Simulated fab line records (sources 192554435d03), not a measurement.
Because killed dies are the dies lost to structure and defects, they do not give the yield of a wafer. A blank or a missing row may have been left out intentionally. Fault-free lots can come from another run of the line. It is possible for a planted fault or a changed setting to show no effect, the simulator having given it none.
Which of the tools did it? :: flow n5-finfet :: 24 lots, 72 wafers sampled, at 5 steps of a route of 1938

WHAT THE GAUGES READ, wafer by wafer
N5_BEOL_M8_CD_MEAS_11: target cd 38.5 nm. Usual: cd-nm at 38.2 nm, with a standard deviation of 0.49.
lot: L074
measured: day 9 07:44
on: cd-sem-01
cd-nm (nm): 37.6 37.8 38.2
flag: 

lot: L075
measured: day 9 18:10
on: cd-sem-02
cd-nm (nm): 37.9 37.9 38.8
flag: 

lot: L076
measured: day 10 06:25
on: cd-sem-02
cd-nm (nm): 38.8 39.1 37.8
flag: 

lot: L077
measured: day 10 12:58
on: cd-sem-02
cd-nm (nm): 38.2 38.6 38.4
flag: 

lot: L081
measured: day 10 15:01
on: cd-sem-02
cd-nm (nm): 38.4 38.4 37.8
flag: 

lot: L080
measured: day 10 16:13
on: cd-sem-01
cd-nm (nm): 38.6 37.8 38.4
flag: 

lot: L079
measured: day 10 18:09
on: cd-sem-01
cd-nm (nm): 37.3 38.5 37.7
flag: 

lot: L078
measured: day 11 01:13
on: cd-sem-02
cd-nm (nm): 38.4 37.5 38.0
flag: 

lot: L082
measured: day 11 01:23
on: cd-sem-01
cd-nm (nm): 37.7 38.2 38.2
flag: 

lot: L083
measured: day 11 11:36
on: cd-sem-03
cd-nm (nm): 38.9 38.2 38.3
flag: 

lot: L084
measured: day 11 21:31
on: cd-sem-01
cd-nm (nm): 37.5 38.4 38.3
flag: 

lot: L085
measured: day 12 13:39
on: cd-sem-03
cd-nm (nm): 38.1 38.2 37.8
flag: 

lot: L087
measured: day 12 16:15
on: cd-sem-01
cd-nm (nm): 38.6 38.2 38.2
flag: 

lot: L086
measured: day 13 02:22
on: cd-sem-01
cd-nm (nm): 37.9 38.3 38.1
flag: 

lot: L089
measured: day 13 02:43
on: cd-sem-01
cd-nm (nm): 38.7 39.4 39.2
flag: 

lot: L091
measured: day 13 02:47
on: cd-sem-02
cd-nm (nm): 38.6 38.6 39.8
flag: 

lot: L090
measured: day 13 09:15
on: cd-sem-03
cd-nm (nm): 38.3 38.5 38.4
flag: 

lot: L088
measured: day 13 12:44
on: cd-sem-02
cd-nm (nm): 38.3 37.7 38.0
flag: 

lot: L093
measured: day 13 19:23
on: cd-sem-01
cd-nm (nm): 37.3 37.4 38.1
flag: 

lot: L092
measured: day 14 04:35
on: cd-sem-03
cd-nm (nm): 38.0 38.1 38.1
flag: 

lot: L094
measured: day 14 12:58
on: cd-sem-02
cd-nm (nm): 38.7 38.1 38.1
flag: 

lot: L095
measured: day 15 07:42
on: cd-sem-02
cd-nm (nm): 38.3 38.3 38.5
flag: 

lot: L096
measured: day 15 07:24
on: cd-sem-02
cd-nm (nm): 38.1 38.2 37.9
flag: 

lot: L097
measured: day 15 08:12
on: cd-sem-01
cd-nm (nm): 37.4 38.2 37.5
flag: 

N5_BEOL_M8_INSPECT_13: inspects for defects (brightfield). Usual: raw-defect-count at 403, with a standard deviation of 90.
lot: L074
measured: day 9 07:47
on: defect-inspect-02
raw-defect-count: 340 349 365
flag: 

lot: L075
measured: day 9 18:13
on: defect-inspect-01
raw-defect-count: 266 326 271
flag: 

lot: L076
measured: day 10 06:28
on: defect-inspect-01
raw-defect-count: 443 392 298
flag: 

lot: L077
measured: day 10 13:01
on: defect-inspect-02
raw-defect-count: 406 333 292
flag: 

lot: L081
measured: day 10 15:04
on: defect-inspect-02
raw-defect-count: 456 344 483
flag: 

lot: L080
measured: day 10 16:16
on: defect-inspect-02
raw-defect-count: 371 254 249
flag: 

lot: L079
measured: day 10 18:13
on: defect-inspect-01
raw-defect-count: 373 386 475
flag: 

lot: L078
measured: day 11 01:16
on: defect-inspect-01
raw-defect-count: 587 547 600
flag: 

lot: L082
measured: day 11 01:26
on: defect-inspect-01
raw-defect-count: 436 386 354
flag: 

lot: L083
measured: day 11 11:40
on: defect-inspect-02
raw-defect-count: 570 563 477
flag: 

lot: L084
measured: day 11 21:35
on: defect-inspect-01
raw-defect-count: 395 456 414
flag: 

lot: L085
measured: day 12 13:42
on: defect-inspect-02
raw-defect-count: 439 474 313
flag: 

lot: L087
measured: day 12 16:18
on: defect-inspect-02
raw-defect-count: 288 254 473
flag: 

lot: L086
measured: day 13 02:25
on: defect-inspect-01
raw-defect-count: 388 356 486
flag: 

lot: L089
measured: day 13 02:47
on: defect-inspect-02
raw-defect-count: 360 468 415
flag: 

lot: L091
measured: day 13 02:51
on: defect-inspect-01
raw-defect-count: 433 485 371
flag: 

lot: L090
measured: day 13 09:19
on: defect-inspect-01
raw-defect-count: 516 531 553
flag: 

lot: L088
measured: day 13 12:47
on: defect-inspect-02
raw-defect-count: 393 443 443
flag: 

lot: L093
measured: day 13 19:26
on: defect-inspect-01
raw-defect-count: 380 442 486
flag: 

lot: L092
measured: day 14 04:38
on: defect-inspect-02
raw-defect-count: 497 453 440
flag: 

lot: L094
measured: day 14 13:01
on: defect-inspect-01
raw-defect-count: 352 313 275
flag: 

lot: L095
measured: day 15 07:46
on: defect-inspect-02
raw-defect-count: 262 338 375
flag: 

lot: L096
measured: day 15 07:27
on: defect-inspect-02
raw-defect-count: 360 553 375
flag: 

lot: L097
measured: day 15 08:15
on: defect-inspect-02
raw-defect-count: 504 350 332
flag: 

N5_BEOL_M8_THK_MEAS_53: measures by xrf. Usual: M8_THK gives 81.4 nm (standard deviation 2).
lot: L074
measured: day 9 14:23
on: film-metro-01
M8_THK (nm): 84.5 78.4 81.6
flag: 

lot: L075
measured: day 10 02:05
on: film-metro-02
M8_THK (nm): 81.5 76.3 80.6
flag: 

lot: L076
measured: day 10 12:13
on: film-metro-01
M8_THK (nm): 78.3 82.1 79.1
flag: 

lot: L077
measured: day 10 19:49
on: film-metro-01
M8_THK (nm): 81.3 80.4 81.8
flag: 

lot: L081
measured: day 10 20:44
on: film-metro-02
M8_THK (nm): 82.7 84.0 81.6
flag: 

lot: L080
measured: day 10 22:11
on: film-metro-01
M8_THK (nm): 85.3 81.5 82.9
flag: 

lot: L079
measured: day 11 00:05
on: film-metro-02
M8_THK (nm): 80.4 82.3 84.0
flag: 

lot: L078
measured: day 11 06:28
on: film-metro-01
M8_THK (nm): 82.6 83.7 81.7
flag: 

lot: L082
measured: day 11 07:49
on: film-metro-02
M8_THK (nm): 83.7 77.7 81.8
flag: 

lot: L083
measured: day 11 18:33
on: film-metro-02
M8_THK (nm): 83.2 84.9 80.6
flag: 

lot: L084
measured: day 12 03:25
on: film-metro-02
M8_THK (nm): 80.4 81.6 83.2
flag: 

lot: L085
measured: day 12 19:40
on: film-metro-01
M8_THK (nm): 87.0 84.9 82.7
flag: 

lot: L087
measured: day 12 21:20
on: film-metro-02
M8_THK (nm): 83.3 82.0 82.2
flag: 

lot: L086
measured: day 13 06:07
on: film-metro-02
M8_THK (nm): 82.9 79.7 78.5
flag: 

lot: L089
measured: day 13 09:07
on: film-metro-01
M8_THK (nm): 79.8 77.9 80.7
flag: 

lot: L091
measured: day 13 09:25
on: film-metro-01
M8_THK (nm): 81.7 80.8 82.7
flag: 

lot: L090
measured: day 13 14:37
on: film-metro-02
M8_THK (nm): 82.9 80.7 81.5
flag: 

lot: L088
measured: day 13 17:44
on: film-metro-01
M8_THK (nm): 80.8 80.1 83.5
flag: 

lot: L093
measured: day 14 00:17
on: film-metro-01
M8_THK (nm): 81.1 77.9 81.5
flag: 

lot: L092
measured: day 14 10:27
on: film-metro-02
M8_THK (nm): 82.8 80.2 78.4
flag: 

lot: L094
measured: day 14 17:15
on: film-metro-01
M8_THK (nm): 80.7 79.2 82.1
flag: 

lot: L095
measured: day 15 13:51
on: film-metro-01
M8_THK (nm): 82.2 83.5 83.3
flag: 

lot: L096
measured: day 15 13:46
on: film-metro-02
M8_THK (nm): 81.4 80.6 82.5
flag: 

lot: L097
measured: day 15 14:55
on: film-metro-02
M8_THK (nm): 80.8 83.4 83.0
flag: 

TOOL THAT RAN EACH LOT (tool first, then ch and the chambers of the sampled wafers, then the start)
lot: L074
N5_BEOL_M7_ALD_77: ald-metal-01 ch 0,1,2, day 9 03:58
N5_BEOL_M8_SPUTTER_48: pvd-sputter-03, day 9 13:11

lot: L075
N5_BEOL_M7_ALD_77: ald-metal-04 ch 0,2,3, day 9 12:41
N5_BEOL_M8_SPUTTER_48: pvd-sputter-01, day 10 01:14

lot: L076
N5_BEOL_M7_ALD_77: ald-metal-01 ch 0,1,2, day 10 01:44
N5_BEOL_M8_SPUTTER_48: pvd-sputter-02, day 10 09:53

lot: L077
N5_BEOL_M7_ALD_77: ald-metal-03 ch 0,2,3, day 10 08:49
N5_BEOL_M8_SPUTTER_48: pvd-sputter-03, day 10 17:37

lot: L081
N5_BEOL_M7_ALD_77: ald-metal-03 ch 1,2,3, day 10 09:04
N5_BEOL_M8_SPUTTER_48: pvd-sputter-03, day 10 19:03

lot: L080
N5_BEOL_M7_ALD_77: ald-metal-03 ch 0,1, day 10 12:46
N5_BEOL_M8_SPUTTER_48: pvd-sputter-03, day 10 21:23

lot: L079
N5_BEOL_M7_ALD_77: ald-metal-01 ch 0,2,3, day 10 13:17
N5_BEOL_M8_SPUTTER_48: pvd-sputter-03, day 10 23:01

lot: L078
N5_BEOL_M7_ALD_77: ald-metal-04 ch 0,1,3, day 10 21:25
N5_BEOL_M8_SPUTTER_48: pvd-sputter-03, day 11 04:51

lot: L082
N5_BEOL_M7_ALD_77: ald-metal-01 ch 0,2, day 10 21:40
N5_BEOL_M8_SPUTTER_48: pvd-sputter-03, day 11 06:50

lot: L083
N5_BEOL_M7_ALD_77: ald-metal-01 ch 1,3, day 11 07:28
N5_BEOL_M8_SPUTTER_48: pvd-sputter-03, day 11 17:44

lot: L084
N5_BEOL_M7_ALD_77: ald-metal-04 ch 0,1, day 11 17:23
N5_BEOL_M8_SPUTTER_48: pvd-sputter-03, day 12 02:37

lot: L085
N5_BEOL_M7_ALD_77: ald-metal-01 ch 0,1,2, day 12 08:32
N5_BEOL_M8_SPUTTER_48: pvd-sputter-03, day 12 18:52

lot: L087
N5_BEOL_M7_ALD_77: ald-metal-04 ch 0,2,3, day 12 12:19
N5_BEOL_M8_SPUTTER_48: pvd-sputter-02, day 12 20:09

lot: L086
N5_BEOL_M7_ALD_77: ald-metal-01 ch 1,2,3, day 12 19:58
N5_BEOL_M8_SPUTTER_48: pvd-sputter-01, day 13 05:13

lot: L089
N5_BEOL_M7_ALD_77: ald-metal-03 ch 0,1,3, day 12 22:35
N5_BEOL_M8_SPUTTER_48: pvd-sputter-01, day 13 08:19

lot: L091
N5_BEOL_M7_ALD_77: ald-metal-04 ch 0,1,2, day 12 22:50
N5_BEOL_M8_SPUTTER_48: pvd-sputter-01, day 13 08:24

lot: L090
N5_BEOL_M7_ALD_77: ald-metal-04 ch 0,1, day 13 04:37
N5_BEOL_M8_SPUTTER_48: pvd-sputter-01, day 13 13:49

lot: L088
N5_BEOL_M7_ALD_77: ald-metal-04 ch 0,1, day 13 07:51
N5_BEOL_M8_SPUTTER_48: pvd-sputter-01, day 13 16:47

lot: L093
N5_BEOL_M7_ALD_77: ald-metal-01 ch 0,2,3, day 13 16:04
N5_BEOL_M8_SPUTTER_48: pvd-sputter-01, day 13 23:25

lot: L092
N5_BEOL_M7_ALD_77: ald-metal-01 ch 1,2,3, day 14 00:30
N5_BEOL_M8_SPUTTER_48: pvd-sputter-02, day 14 09:38

lot: L094
N5_BEOL_M7_ALD_77: ald-metal-01 ch 0,1,3, day 14 09:07
N5_BEOL_M8_SPUTTER_48: pvd-sputter-01, day 14 16:21

lot: L095
N5_BEOL_M7_ALD_77: ald-metal-01 ch 0,1,2, day 15 00:30
N5_BEOL_M8_SPUTTER_48: pvd-sputter-01, day 15 13:03

lot: L096
N5_BEOL_M7_ALD_77: ald-metal-03 ch 0,1,3, day 15 00:35
N5_BEOL_M8_SPUTTER_48: pvd-sputter-01, day 15 12:58

lot: L097
N5_BEOL_M7_ALD_77: ald-metal-04 ch 1,2,3, day 15 02:23
N5_BEOL_M8_SPUTTER_48: pvd-sputter-01, day 15 14:02
- N5_BEOL_M7_ALD_77: deposits TaN, target thk 2 nm, pulse time 2 s, purge time 3 s.
- N5_BEOL_M8_SPUTTER_48: material Cu, target thk 10 nm, time 1.667 s.

AS READ BY THE TOOLS THEMSELVES (means over the sampled wafers that have a number; for cases with no such wafer, the mark the record gives instead)
N5_BEOL_M7_ALD_77. Usual: heater-power-w 417 W, standard deviation 46; precursor-vessel-pressure-torr 26.25 Torr, standard deviation 0.053; precursor-vessel-temp-c 75.02 C, standard deviation 0.11.
lot: L074
tool: ald-metal-01
heater-power-w (W): 389
precursor-vessel-pressure-torr (Torr): 26.22
precursor-vessel-temp-c (C): 74.91
flag: 

lot: L075
tool: ald-metal-04
heater-power-w (W): 402
precursor-vessel-pressure-torr (Torr): 26.24
precursor-vessel-temp-c (C): 74.88
flag: 

lot: L076
tool: ald-metal-01
heater-power-w (W): 393
precursor-vessel-pressure-torr (Torr): 26.27
precursor-vessel-temp-c (C): 75.09
flag: 

lot: L077
tool: ald-metal-03
heater-power-w (W): 426
precursor-vessel-pressure-torr (Torr): 26.21
precursor-vessel-temp-c (C): 75.12
flag: 

lot: L081
tool: ald-metal-03
heater-power-w (W): 420
precursor-vessel-pressure-torr (Torr): 26.25
precursor-vessel-temp-c (C): 74.90
flag: 

lot: L080
tool: ald-metal-03
heater-power-w (W): 487
precursor-vessel-pressure-torr (Torr): 26.28
precursor-vessel-temp-c (C): 75.14
flag: 

lot: L079
tool: ald-metal-01
heater-power-w (W): 432
precursor-vessel-pressure-torr (Torr): 26.31
precursor-vessel-temp-c (C): 75.06
flag: 

lot: L078
tool: ald-metal-04
heater-power-w (W): 426
precursor-vessel-pressure-torr (Torr): 26.25
precursor-vessel-temp-c (C): 75.01
flag: 

lot: L082
tool: ald-metal-01
heater-power-w (W): 425
precursor-vessel-pressure-torr (Torr): 26.26
precursor-vessel-temp-c (C): 75.08
flag: 

lot: L083
tool: ald-metal-01
heater-power-w (W): 400
precursor-vessel-pressure-torr (Torr): 26.25
precursor-vessel-temp-c (C): 74.97
flag: 

lot: L084
tool: ald-metal-04
heater-power-w (W): 414
precursor-vessel-pressure-torr (Torr): 26.24
precursor-vessel-temp-c (C): 74.94
flag: 

lot: L085
tool: ald-metal-01
heater-power-w (W): 390
precursor-vessel-pressure-torr (Torr): 26.26
precursor-vessel-temp-c (C): 75.11
flag: 

lot: L087
tool: ald-metal-04
heater-power-w (W): 410
precursor-vessel-pressure-torr (Torr): 26.27
precursor-vessel-temp-c (C): 75.01
flag: 

lot: L086
tool: ald-metal-01
heater-power-w (W): 399
precursor-vessel-pressure-torr (Torr): 26.28
precursor-vessel-temp-c (C): 75.06
flag: 

lot: L089
tool: ald-metal-03
heater-power-w (W): 440
precursor-vessel-pressure-torr (Torr): 26.21
precursor-vessel-temp-c (C): 75.00
flag: 

lot: L091
tool: ald-metal-04
heater-power-w (W): 415
precursor-vessel-pressure-torr (Torr): 26.28
precursor-vessel-temp-c (C): 75.02
flag: 

lot: L090
tool: ald-metal-04
heater-power-w (W): 414
precursor-vessel-pressure-torr (Torr): 26.25
precursor-vessel-temp-c (C): 75.03
flag: 

lot: L088
tool: ald-metal-04
heater-power-w (W): 424
precursor-vessel-pressure-torr (Torr): 26.24
precursor-vessel-temp-c (C): 75.05
flag: 

lot: L093
tool: ald-metal-01
heater-power-w (W): 432
precursor-vessel-pressure-torr (Torr): 26.26
precursor-vessel-temp-c (C): 75.09
flag: 

lot: L092
tool: ald-metal-01
heater-power-w (W): 398
precursor-vessel-pressure-torr (Torr): 26.25
precursor-vessel-temp-c (C): 74.97
flag: 

lot: L094
tool: ald-metal-01
heater-power-w (W): 398
precursor-vessel-pressure-torr (Torr): 26.25
precursor-vessel-temp-c (C): 75.05
flag: 

lot: L095
tool: ald-metal-01
heater-power-w (W): 394
precursor-vessel-pressure-torr (Torr): 26.30
precursor-vessel-temp-c (C): 74.98
flag: 

lot: L096
tool: ald-metal-03
heater-power-w (W): 438
precursor-vessel-pressure-torr (Torr): 26.26
precursor-vessel-temp-c (C): 75.09
flag: 

lot: L097
tool: ald-metal-04
heater-power-w (W): 423
precursor-vessel-pressure-torr (Torr): 26.23
precursor-vessel-temp-c (C): 74.97
flag: 

N5_BEOL_M8_SPUTTER_48. Usual: substrate-temp-c -20.01 C, standard deviation 0.11; throttle-valve-pct 30.5 %, standard deviation 1.3.
lot: L074
tool: pvd-sputter-03
substrate-temp-c (C): -20.02
throttle-valve-pct (%): 30.0
flag: 

lot: L075
tool: pvd-sputter-01
substrate-temp-c (C): -19.99
throttle-valve-pct (%): 31.4
flag: 

lot: L076
tool: pvd-sputter-02
substrate-temp-c (C): -19.98
throttle-valve-pct (%): 30.2
flag: 

lot: L077
tool: pvd-sputter-03
substrate-temp-c (C): -20.08
throttle-valve-pct (%): 29.5
flag: 

lot: L081
tool: pvd-sputter-03
substrate-temp-c (C): -20.05
throttle-valve-pct (%): 29.7
flag: 

lot: L080
tool: pvd-sputter-03
substrate-temp-c (C): -20.14
throttle-valve-pct (%): 30.0
flag: 

lot: L079
tool: pvd-sputter-03
substrate-temp-c (C): -19.95
throttle-valve-pct (%): 29.5
flag: 

lot: L078
tool: pvd-sputter-03
substrate-temp-c (C): -19.96
throttle-valve-pct (%): 30.3
flag: 

lot: L082
tool: pvd-sputter-03
substrate-temp-c (C): -20.01
throttle-valve-pct (%): 29.5
flag: 

lot: L083
tool: pvd-sputter-03
substrate-temp-c (C): -20.12
throttle-valve-pct (%): 29.6
flag: 

lot: L084
tool: pvd-sputter-03
substrate-temp-c (C): -19.92
throttle-valve-pct (%): 28.8
flag: 

lot: L085
tool: pvd-sputter-03
substrate-temp-c (C): -20.04
throttle-valve-pct (%): 29.5
flag: 

lot: L087
tool: pvd-sputter-02
substrate-temp-c (C): -19.99
throttle-valve-pct (%): 30.6
flag: 

lot: L086
tool: pvd-sputter-01
substrate-temp-c (C): -20.10
throttle-valve-pct (%): 31.5
flag: 

lot: L089
tool: pvd-sputter-01
substrate-temp-c (C): -20.08
throttle-valve-pct (%): 30.4
flag: 

lot: L091
tool: pvd-sputter-01
substrate-temp-c (C): -20.02
throttle-valve-pct (%): 31.6
flag: 

lot: L090
tool: pvd-sputter-01
substrate-temp-c (C): -19.99
throttle-valve-pct (%): 31.0
flag: 

lot: L088
tool: pvd-sputter-01
substrate-temp-c (C): -19.96
throttle-valve-pct (%): 31.0
flag: 

lot: L093
tool: pvd-sputter-01
substrate-temp-c (C): -20.00
throttle-valve-pct (%): 31.3
flag: 

lot: L092
tool: pvd-sputter-02
substrate-temp-c (C): -19.77
throttle-valve-pct (%): 30.6
flag: 

lot: L094
tool: pvd-sputter-01
substrate-temp-c (C): -20.04
throttle-valve-pct (%): 31.3
flag: 

lot: L095
tool: pvd-sputter-01
substrate-temp-c (C): -20.02
throttle-valve-pct (%): 31.6
flag: 

lot: L096
tool: pvd-sputter-01
substrate-temp-c (C): -20.04
throttle-valve-pct (%): 30.4
flag: 

lot: L097
tool: pvd-sputter-01
substrate-temp-c (C): -20.02
throttle-valve-pct (%): 31.2
flag: 

THE ANSWER, worked out from the rows above alone
Rule: a lot is off if the mean of its wafers that have a number lies more than 3 standard deviations from the usual mean. Also off: a lot with no number at a reading for which 4 or more lots have one. The other lots that the step has rows for count as sound. Order of review: gauges by route order, followed by the tools' own readings, for which a lot's mean as printed above is used. At the first step where some lot is off, the reading lying furthest off is the one used; lots without a number count as furthest.
Nothing can be told from this: no lot is off at any reading shown.

WHAT THE SIMULATOR HAD PUT IN
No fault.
